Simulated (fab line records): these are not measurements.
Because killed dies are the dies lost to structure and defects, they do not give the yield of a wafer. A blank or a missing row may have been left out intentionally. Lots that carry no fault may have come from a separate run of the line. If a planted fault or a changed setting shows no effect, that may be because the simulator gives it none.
One fault through the eyes of 2 desks / flow n5Finfet / each desk holds nothing but its own numbers, with what lay behind them at the end

## THE TOOL OWNER'S DESK: cvdCo-02
The tool's own readings at N5_BEOL_M5_CO_CAP_78 (material Co, precursor CCTBA/H2, target thk 2 nm, time 102.1 s): means of the sampled wafers that have a number, for each lot that ran on this tool. If a lot's mean is further than 4 standard deviations from the usual mean, the lot is out of limits and carries the mark OUT (the distance appears in the brackets).
Columns: A = heaterPowerW at N5_BEOL_M5_CO_CAP_78, usual 234 W; B = runLengthS at N5_BEOL_M5_CO_CAP_78, usual 124.7 s
lot=L554; first seen here=day 9 23:10; A=234; B=124.4
lot=L567; first seen here=day 13 09:46; A=236; B=105.0 (-30) OUT
lot=L568; first seen here=day 14 17:22; A=243; B=85.4 (-60) OUT
This desk finds L567, L568 out of limits, L567 being first, at day 13 09:46 (runLengthS at N5_BEOL_M5_CO_CAP_78). In limits: L554.

## THE METROLOGY DESK
Means of the sampled wafers that have a number, per lot and without regard to the tool the lot ran on: this is what the gauges read. If a lot's mean is further than 4 standard deviations from the usual mean, the lot is out of limits and carries the mark OUT (the distance appears in the brackets).
Columns: A = M5_THK at N5_BEOL_M5_THK_MEAS_53, usual 61.6 nm
lot=L551; first seen here=day 9 00:27; A=61.4
lot=L554; first seen here=day 9 22:51; A=60.4
lot=L567; first seen here=day 13 09:40; A=62.3
lot=L569; first seen here=day 14 04:54; A=60.4
lot=L568; first seen here=day 14 17:18; A=62.9
lot=L571; first seen here=day 15 00:47; A=61.4
Finding of this desk: none of the 6 lots has anything out of limits.

## PUT TOGETHER
The tool owner's desk had the chance to raise an alarm at day 13 09:46 on L567, L568.
Metrology desk: nothing out of limits seen.
The metrology desk holds a record of L567, L568, inside its limits.
Every lot named ran N5_BEOL_M5_CO_CAP_78 on cvdCo-02.

## WHAT THE SIMULATOR PUT IN
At N5_BEOL_M5_CO_CAP_78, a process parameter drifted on cvdCo-02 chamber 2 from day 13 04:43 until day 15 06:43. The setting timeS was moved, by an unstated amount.
Struck lots among those shown: L567, L568.
Hours from the fault's start to each desk's first reading out of limits: the tool owner's desk, 5.
